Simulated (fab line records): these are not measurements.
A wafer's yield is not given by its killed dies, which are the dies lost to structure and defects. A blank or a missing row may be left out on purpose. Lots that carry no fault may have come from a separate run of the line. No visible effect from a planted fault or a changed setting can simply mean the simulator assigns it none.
What tool caused it? | flow n5-finfet | 24 lots with 72 wafers sampled at 6 steps, on a route of 1938 steps

## WHAT THE GAUGES READ, wafer by wafer
N5_BEOL_M8_CD_MEAS_28: target cd 40 nm. Usual: cd-nm 40.06 nm, standard deviation 0.24.
lot  | measured     | on        | cd-nm (nm)        | flag
L074 | day 9 06:51  | cd-sem-01 | 40.08 40.21 40.23 |
L076 | day 9 07:01  | cd-sem-03 | 40.12 39.79 40.05 |
L075 | day 9 15:02  | cd-sem-01 | 40.11 40.19 40.19 |
L077 | day 9 16:35  | cd-sem-02 | 40.02 39.64 40.06 |
L078 | day 9 15:52  | cd-sem-03 | 40.22 40.42 40.25 |
L079 | day 10 06:23 | cd-sem-03 | 39.82 39.89 39.98 |
L080 | day 10 20:55 | cd-sem-02 | 39.92 39.95 40.04 |
L081 | day 11 05:04 | cd-sem-03 | 39.83 39.72 40.02 |
L082 | day 11 05:24 | cd-sem-03 | 39.74 39.94 39.99 |
L083 | day 11 17:02 | cd-sem-01 | 40.09 39.69 40.06 |
L084 | day 12 00:19 | cd-sem-03 | 39.81 39.87 39.80 |
L085 | day 12 10:01 | cd-sem-02 | 40.52 40.23 40.02 |
L086 | day 12 11:13 | cd-sem-02 | 40.27 39.88 40.26 |
L088 | day 12 19:20 | cd-sem-02 | 39.95 39.78 39.63 |
L087 | day 12 17:07 | cd-sem-01 | 40.06 39.92 39.68 |
L089 | day 13 03:36 | cd-sem-01 | 39.93 40.35 40.05 |
L090 | day 13 19:05 | cd-sem-02 | 40.27 39.93 40.05 |
L091 | day 13 17:36 | cd-sem-02 | 40.11 40.18 40.38 |
L092 | day 13 20:50 | cd-sem-01 | 40.15 40.10 39.91 |
L093 | day 14 14:29 | cd-sem-01 | 40.46 40.26 40.46 |
L096 | day 14 18:59 | cd-sem-01 | 40.43 39.78 40.04 |
L095 | day 14 21:35 | cd-sem-03 | 40.53 40.26 40.06 |
L094 | day 14 23:02 | cd-sem-03 | 40.20 39.89 40.26 |
L097 | day 15 20:32 | cd-sem-03 | 40.34 40.34 39.92 |

## TOOL THAT RAN EACH LOT (tool first, then ch and the chambers of the sampled wafers, then the start)
lot  | N5_BEOL_M7_HM_OPEN_17             | N5_BEOL_M7_ETCH_72                 | N5_BEOL_M7_SURFACE_TREAT_79  | N5_BEOL_M8_HM_DEP_02         | N5_BEOL_M8_DESCUM_16
L074 | rie-metal-01 ch 0,1, day 8 22:16  | rie-diel-04 ch 1,2,3, day 9 01:01  | pvd-sputter-02, day 9 02:25  | pvd-sputter-01, day 9 04:44  | rie-diel-03 ch 0,3, day 9 05:52
L076 | rie-metal-03 ch 1, day 8 22:47    | rie-diel-04 ch 2,3, day 9 00:29    | pvd-sputter-02, day 9 02:01  | pvd-sputter-02, day 9 04:29  | rie-diel-03 ch 1,2, day 9 05:37
L075 | rie-metal-02 ch 0,1, day 9 05:22  | rie-diel-02 ch 1,3, day 9 06:56    | pvd-sputter-01, day 9 08:52  | pvd-sputter-02, day 9 13:41  | rie-diel-03 ch 0,1, day 9 14:16
L077 | rie-metal-03 ch 0,1, day 9 08:25  | rie-diel-02 ch 2,3, day 9 09:11    | pvd-sputter-02, day 9 10:55  | pvd-sputter-03, day 9 15:02  | rie-diel-01 ch 0,2,3, day 9 15:41
L078 | rie-metal-02 ch 0,1, day 9 08:41  | rie-diel-02 ch 1,2, day 9 09:43    | pvd-sputter-03, day 9 11:24  | pvd-sputter-03, day 9 14:20  | rie-diel-01 ch 0,2,3, day 9 14:56
L079 | rie-metal-01 ch 0,1, day 9 20:06  | rie-diel-05 ch 0,1,3, day 9 21:55  | pvd-sputter-03, day 9 23:33  | pvd-sputter-01, day 10 04:07 | rie-diel-01 ch 0,3, day 10 04:47
L080 | rie-metal-03 ch 0,1, day 10 10:57 | rie-diel-05 ch 1,2,3, day 10 12:07 | pvd-sputter-02, day 10 13:56 | pvd-sputter-02, day 10 18:39 | rie-diel-06 ch 0,1,3, day 10 19:07
L081 | rie-metal-02 ch 0,1, day 10 14:31 | rie-diel-05 ch 1,2,3, day 10 18:38 | pvd-sputter-03, day 10 20:49 | pvd-sputter-03, day 11 01:52 | rie-diel-01 ch 0,3, day 11 02:41
L082 | rie-metal-02 ch 0,1, day 10 19:28 | rie-diel-04 ch 0,2, day 10 20:56   | pvd-sputter-02, day 10 22:31 | pvd-sputter-01, day 11 02:11 | rie-diel-06 ch 1,2,3, day 11 03:10
L083 | rie-metal-02 ch 0,1, day 11 03:29 | rie-diel-05 ch 1,2, day 11 05:47   | pvd-sputter-02, day 11 08:21 | pvd-sputter-03, day 11 12:11 | rie-diel-03 ch 0,3, day 11 12:48
L084 | rie-metal-02 ch 0,1, day 11 13:14 | rie-diel-04 ch 0,3, day 11 17:09   | pvd-sputter-01, day 11 18:45 | pvd-sputter-01, day 11 21:27 | rie-diel-01 ch 0,1, day 11 22:07
L085 | rie-metal-01 ch 1, day 11 22:55   | rie-diel-05 ch 2,3, day 12 00:26   | pvd-sputter-03, day 12 02:36 | pvd-sputter-01, day 12 05:52 | rie-diel-03 ch 0,2,3, day 12 07:16
L086 | rie-metal-02 ch 0,1, day 12 02:05 | rie-diel-02 ch 0,2, day 12 02:52   | pvd-sputter-02, day 12 05:43 | pvd-sputter-02, day 12 09:43 | rie-diel-03 ch 0,2,3, day 12 10:26
L088 | rie-metal-03 ch 1, day 12 06:16   | rie-diel-04 ch 0,1, day 12 10:04   | pvd-sputter-03, day 12 11:46 | pvd-sputter-02, day 12 15:47 | rie-diel-06 ch 0,1,2, day 12 16:29
L087 | rie-metal-02 ch 0,1, day 12 07:10 | rie-diel-02 ch 2,3, day 12 09:39   | pvd-sputter-03, day 12 11:34 | pvd-sputter-02, day 12 15:41 | rie-diel-01 ch 0,1,3, day 12 16:08
L089 | rie-metal-03 ch 1, day 12 16:07   | rie-diel-05 ch 1,2,3, day 12 20:03 | pvd-sputter-02, day 12 22:07 | pvd-sputter-02, day 13 00:50 | rie-diel-06 ch 1,2,3, day 13 02:06
L090 | rie-metal-03 ch 0,1, day 13 07:31 | rie-diel-02 ch 0,1,2, day 13 10:21 | pvd-sputter-02, day 13 12:20 | pvd-sputter-03, day 13 15:27 | rie-diel-01 ch 0,1,3, day 13 15:55
L091 | rie-metal-02 ch 0,1, day 13 07:44 | rie-diel-04 ch 0,1,3, day 13 09:36 | pvd-sputter-01, day 13 11:38 | pvd-sputter-03, day 13 15:08 | rie-diel-06 ch 1,2,3, day 13 15:36
L092 | rie-metal-02 ch 0,1, day 13 11:02 | rie-diel-04 ch 1,2,3, day 13 11:49 | pvd-sputter-02, day 13 15:18 | pvd-sputter-02, day 13 18:56 | rie-diel-03 ch 0,1,3, day 13 19:58
L093 | rie-metal-02 ch 0,1, day 14 02:49 | rie-diel-04 ch 1,2, day 14 05:54   | pvd-sputter-02, day 14 07:35 | pvd-sputter-01, day 14 13:05 | rie-diel-03 ch 0,2,3, day 14 13:40
L096 | rie-metal-03 ch 0,1, day 14 09:19 | rie-diel-04 ch 0,1,3, day 14 12:24 | pvd-sputter-03, day 14 13:45 | pvd-sputter-01, day 14 16:20 | rie-diel-01 ch 1,2,3, day 14 16:55
L095 | rie-metal-03 ch 0,1, day 14 13:37 | rie-diel-05 ch 2,3, day 14 14:20   | pvd-sputter-03, day 14 15:44 | pvd-sputter-02, day 14 19:43 | rie-diel-03 ch 0,2,3, day 14 20:19
L094 | rie-metal-03 ch 0,1, day 14 13:55 | rie-diel-04 ch 1,2,3, day 14 14:33 | pvd-sputter-03, day 14 16:10 | pvd-sputter-02, day 14 19:49 | rie-diel-01 ch 1,3, day 14 20:28
L097 | rie-metal-03 ch 0,1, day 15 06:13 | rie-diel-05 ch 1,2, day 15 07:52   | pvd-sputter-01, day 15 12:46 | pvd-sputter-03, day 15 16:53 | rie-diel-06 ch 1,2, day 15 17:32
- N5_BEOL_M7_HM_OPEN_17: chemistry Cl2/BCl3, target TiN, target depth 20 nm, overetch 6 nm.
- N5_BEOL_M7_ETCH_72: etches underlayer in N2/H2, target depth 6.5 nm, time 5.2 s.
- N5_BEOL_M7_SURFACE_TREAT_79
- N5_BEOL_M8_HM_DEP_02: deposits TiN, target thk 20 nm.
- N5_BEOL_M8_DESCUM_16: chemistry O2, time 7.9 s.

## WHAT THE TOOLS THEMSELVES READ (means of the sampled wafers that have a number; where no wafer has one, the mark that the record gives instead)
N5_BEOL_M7_HM_OPEN_17. Usual: bias-w 126.0 W, standard deviation 0.4; drypump-motor-current-A 5.5 A, standard deviation 0.43; oes-product-au 0.66 a.u., standard deviation 0.1; throttle-valve-pct 22.20 %, standard deviation 0.2.
lot  | tool         | bias-w (W) | drypump-motor-current-A (A) | oes-product-au (a.u.) | throttle-valve-pct (%) | flag
L074 | rie-metal-01 | 126.2      | 5.8                         | 0.53                  | 22.39                  |
L076 | rie-metal-03 | 126.2      | 5.1                         | 0.82                  | 21.98                  |
L075 | rie-metal-02 | 126.5      | 5.8                         | 0.62                  | 22.25                  |
L077 | rie-metal-03 | 126.5      | 5.3                         | 0.70                  | 22.15                  |
L078 | rie-metal-02 | 125.4      | 5.8                         | 0.61                  | 22.27                  |
L079 | rie-metal-01 | 126.1      | 5.8                         | 0.52                  | 22.41                  |
L080 | rie-metal-03 | 126.1      | 5.5                         | 0.61                  | 22.31                  |
L081 | rie-metal-02 | 126.1      | 5.4                         | 0.63                  | 22.15                  |
L082 | rie-metal-02 | 125.9      | 5.7                         | 0.60                  | 22.28                  |
L083 | rie-metal-02 | 126.0      | 5.7                         | 0.61                  | 22.28                  |
L084 | rie-metal-02 | 126.0      | 5.8                         | 0.59                  | 22.28                  |
L085 | rie-metal-01 | 126.1      | 6.1                         | 0.56                  | 22.54                  |
L086 | rie-metal-02 | 125.9      | 5.8                         | 0.59                  | 22.29                  |
L088 | rie-metal-03 | 126.2      | 5.1                         | 0.77                  | 22.02                  |
L087 | rie-metal-02 | 126.1      | 5.8                         | 0.59                  | 22.29                  |
L089 | rie-metal-03 | 126.0      | 5.1                         | 0.76                  | 22.01                  |
L090 | rie-metal-03 | 126.3      | 5.5                         | 0.81                  | 22.01                  |
L091 | rie-metal-02 | 125.8      | 5.4                         | 0.62                  | 22.17                  |
L092 | rie-metal-02 | 125.9      | 5.4                         | 0.61                  | 22.20                  |
L093 | rie-metal-02 | 125.9      | 5.4                         | 0.61                  | 22.19                  |
L096 | rie-metal-03 | 126.1      | 5.3                         | 0.78                  | 22.02                  |
L095 | rie-metal-03 | 125.8      | 5.3                         | 0.77                  | 22.03                  |
L094 | rie-metal-03 | 126.1      | 5.3                         | 0.77                  | 22.02                  |
L097 | rie-metal-03 | 126.4      | 5.3                         | 0.76                  | 22.03                  |

N5_BEOL_M7_ETCH_72. Usual: bias-w is 150.0 W with standard deviation 0.42, drypump-motor-current-A is 5.9 A with standard deviation 0.5, etch-rf-on-time-s is 5.24 s with standard deviation 0.13, oes-product-au is 0.71 a.u. with standard deviation 0.077, rf-vpp-V is 524.3 V with standard deviation 2.5, showerhead-plenum-p-Torr is 2.56 Torr with standard deviation 0.082, and throttle-valve-pct is 17.77 % with standard deviation 0.26.
lot  | tool        | bias-w (W) | drypump-motor-current-A (A) | etch-rf-on-time-s (s) | oes-product-au (a.u.) | rf-vpp-V (V) | showerhead-plenum-p-Torr (Torr) | throttle-valve-pct (%) | flag
L074 | rie-diel-04 | 149.9      | 5.5                         | 5.21                  | 0.65                  | 526.8        | 2.64                            | 17.67                  |
L076 | rie-diel-04 | 150.1      | 5.6                         | 5.16                  | 0.66                  | 525.6        | 2.64                            | 17.63                  |
L075 | rie-diel-02 | 149.7      | 6.4                         | 5.38                  | 0.69                  | 523.6        | 2.53                            | 17.90                  |
L077 | rie-diel-02 | 150.1      | 6.6                         | 5.40                  | 0.67                  | 524.2        | 2.56                            | 18.04                  |
L078 | rie-diel-02 | 149.8      | 6.4                         | 5.34                  | 0.76                  | 524.4        | 2.52                            | 17.96                  |
L079 | rie-diel-05 | 150.3      | 5.8                         | 5.22                  | 0.63                  | 523.3        | 2.50                            | 17.88                  |
L080 | rie-diel-05 | 150.2      | 6.1                         | 5.26                  | 0.68                  | 521.6        | 2.46                            | 17.77                  |
L081 | rie-diel-05 | 149.8      | 6.2                         | 5.25                  | 0.68                  | 521.0        | 2.46                            | 17.77                  |
L082 | rie-diel-04 | 149.9      | 5.6                         | 5.14                  | 0.67                  | 525.1        | 2.60                            | 17.90                  |
L083 | rie-diel-05 | 150.0      | 6.2                         | 5.30                  | 0.71                  | 521.2        | 2.47                            | 17.74                  |
L084 | rie-diel-04 | 150.3      | 5.5                         | 5.30                  | 0.76                  | 526.7        | 2.65                            | 17.52                  |
L085 | rie-diel-05 | 150.4      | 6.4                         | 5.31                  | 0.68                  | 522.2        | 2.46                            | 17.84                  |
L086 | rie-diel-02 | 150.3      | 6.1                         | 5.21                  | 0.72                  | 526.3        | 2.60                            | 17.94                  |
L088 | rie-diel-04 | 149.9      | 5.4                         | 5.19                  | 0.79                  | 526.2        | 2.60                            | 17.74                  |
L087 | rie-diel-02 | 149.9      | 6.7                         | 5.39                  | 0.66                  | 524.0        | 2.55                            | 18.09                  |
L089 | rie-diel-05 | 150.0      | 6.1                         | 5.24                  | 0.67                  | 520.8        | 2.45                            | 17.80                  |
L090 | rie-diel-02 | 150.3      | 6.0                         | 5.26                  | 0.73                  | 525.5        | 2.58                            | 17.88                  |
L091 | rie-diel-04 | 149.8      | 5.4                         | 5.18                  | 0.76                  | 525.8        | 2.63                            | 17.65                  |
L092 | rie-diel-04 | 149.6      | 5.5                         | 5.16                  | 0.79                  | 526.2        | 2.63                            | 17.45                  |
L093 | rie-diel-04 | 150.4      | 5.6                         | 5.01                  | 0.82                  | 525.0        | 2.59                            | 17.46                  |
L096 | rie-diel-04 | 149.8      | 5.4                         | 5.25                  | 0.74                  | 526.0        | 2.62                            | 17.65                  |
L095 | rie-diel-05 | 149.9      | 6.4                         | 5.24                  | 0.67                  | 521.0        | 2.45                            | 17.86                  |
L094 | rie-diel-04 | 149.7      | 5.5                         | 5.17                  | 0.77                  | 525.3        | 2.62                            | 17.44                  |
L097 | rie-diel-05 | 149.7      | 5.9                         | 5.24                  | 0.65                  | 520.6        | 2.44                            | 17.79                  |

N5_BEOL_M8_HM_DEP_02. Usual: substrate-temp-c 25.01 C, standard deviation 0.11; throttle-valve-pct 29.7 %, standard deviation 0.9.
lot  | tool           | substrate-temp-c (C) | throttle-valve-pct (%) | flag
L074 | pvd-sputter-01 | 25.18                | 30.8                   |
L076 | pvd-sputter-02 | 24.92                | 29.0                   |
L075 | pvd-sputter-02 | 24.94                | 29.2                   |
L077 | pvd-sputter-03 | 25.01                | 30.2                   |
L078 | pvd-sputter-03 | 24.95                | 30.2                   |
L079 | pvd-sputter-01 | 25.03                | 30.6                   |
L080 | pvd-sputter-02 | 24.96                | 29.0                   |
L081 | pvd-sputter-03 | 25.08                | 30.2                   |
L082 | pvd-sputter-01 | 25.07                | 30.1                   |
L083 | pvd-sputter-03 | 24.98                | 29.6                   |
L084 | pvd-sputter-01 | 24.93                | 30.5                   |
L085 | pvd-sputter-01 | 25.11                | 29.9                   |
L086 | pvd-sputter-02 | 24.96                | 29.2                   |
L088 | pvd-sputter-02 | 25.05                | 29.4                   |
L087 | pvd-sputter-02 | 25.00                | 29.3                   |
L089 | pvd-sputter-02 | 24.94                | 28.8                   |
L090 | pvd-sputter-03 | 25.01                | 29.9                   |
L091 | pvd-sputter-03 | 25.13                | 30.1                   |
L092 | pvd-sputter-02 | 25.08                | 29.0                   |
L093 | pvd-sputter-01 | 24.89                | 29.7                   |
L096 | pvd-sputter-01 | 24.95                | 30.0                   |
L095 | pvd-sputter-02 | 25.00                | 28.9                   |
L094 | pvd-sputter-02 | 25.05                | 29.0                   |
L097 | pvd-sputter-03 | 24.96                | 30.0                   |

N5_BEOL_M8_DESCUM_16. Usual: drypump-motor-current-A 5.8 A, standard deviation 0.45; oes-product-au 0.85 a.u., standard deviation 0.073; rf-vpp-V 243.4 V, standard deviation 1.1; showerhead-plenum-p-Torr 2.10 Torr, standard deviation 0.053; temp-c 39.99 C, standard deviation 0.11; throttle-valve-pct 20.35 %, standard deviation 0.2.
lot  | tool        | drypump-motor-current-A (A) | oes-product-au (a.u.) | rf-vpp-V (V) | showerhead-plenum-p-Torr (Torr) | temp-c (C) | throttle-valve-pct (%) | flag
L074 | rie-diel-03 | 5.9                         | 0.93                  | 243.7        | 2.11                            | 39.97      | 20.33                  |
L076 | rie-diel-03 | 5.8                         | 0.86                  | 243.1        | 2.07                            | 39.98      | 20.40                  |
L075 | rie-diel-03 | 5.9                         | 0.90                  | 244.4        | 2.11                            | 39.92      | 20.46                  |
L077 | rie-diel-01 | 5.8                         | 0.78                  | 242.3        | 2.09                            | 39.94      | 20.49                  |
L078 | rie-diel-01 | 5.8                         | 0.78                  | 243.6        | 2.09                            | 40.01      | 20.50                  |
L079 | rie-diel-01 | 6.3                         | 0.85                  | 244.2        | 2.12                            | 39.97      | 20.39                  |
L080 | rie-diel-06 | 5.6                         | 0.79                  | 244.0        | 2.15                            | 39.99      | 20.47                  |
L081 | rie-diel-01 | 6.3                         | 0.84                  | 242.7        | 2.12                            | 39.97      | 20.41                  |
L082 | rie-diel-06 | 5.7                         | 0.84                  | 243.7        | 2.14                            | 39.95      | 20.45                  |
L083 | rie-diel-03 | 5.8                         | 0.88                  | 244.1        | 2.10                            | 39.85      | 20.36                  |
L084 | rie-diel-01 | 6.6                         | 0.87                  | 243.2        | 2.13                            | 39.96      | 20.22                  |
L085 | rie-diel-03 | 5.7                         | 0.87                  | 243.5        | 2.10                            | 40.03      | 20.33                  |
L086 | rie-diel-03 | 5.6                         | 0.86                  | 243.6        | 2.10                            | 40.02      | 20.34                  |
L088 | rie-diel-06 | 5.6                         | 0.83                  | 244.3        | 2.17                            | 39.94      | 20.31                  |
L087 | rie-diel-01 | 6.2                         | 0.89                  | 243.1        | 2.10                            | 40.03      | 20.20                  |
L089 | rie-diel-06 | 5.8                         | 0.83                  | 243.6        | 2.14                            | 39.98      | 20.48                  |
L090 | rie-diel-01 | 6.2                         | 0.89                  | 243.5        | 2.10                            | 39.90      | 20.22                  |
L091 | rie-diel-06 | 5.8                         | 0.81                  | 243.6        | 2.14                            | 40.12      | 20.49                  |
L092 | rie-diel-03 | 5.8                         | 0.83                  | 242.6        | 2.06                            | 40.02      | 20.36                  |
L093 | rie-diel-03 | 5.6                         | 0.85                  | 242.9        | 2.09                            | 40.03      | 20.37                  |
L096 | rie-diel-01 | 5.7                         | 0.87                  | 242.7        | 2.06                            | 40.04      | 20.19                  |
L095 | rie-diel-03 | 5.7                         | 0.84                  | 244.3        | 2.09                            | 40.01      | 20.38                  |
L094 | rie-diel-01 | 5.8                         | 0.89                  | 243.1        | 2.07                            | 39.99      | 20.22                  |
L097 | rie-diel-06 | 5.7                         | 0.85                  | 244.2        | 2.15                            | 39.87      | 20.34                  |

## THE ANSWER, worked out from the rows above alone
Rule: take the mean of a lot's wafers that have a number; if it is more than 3 standard deviations from the usual mean, the lot is off. Also off: a lot with no number at a reading for which 4 or more lots have one. Where the step has rows for the other lots, those lots are counted as sound. First the gauges in route order, then the tools' own readings, where a lot's mean is used as printed above. The first step at which some lot is off is used, and at that step the reading that is off furthest; a lot without a number counts as furthest.
No lot is off at any reading shown: from this, nothing can be told.

## WHAT THE SIMULATOR PUT IN
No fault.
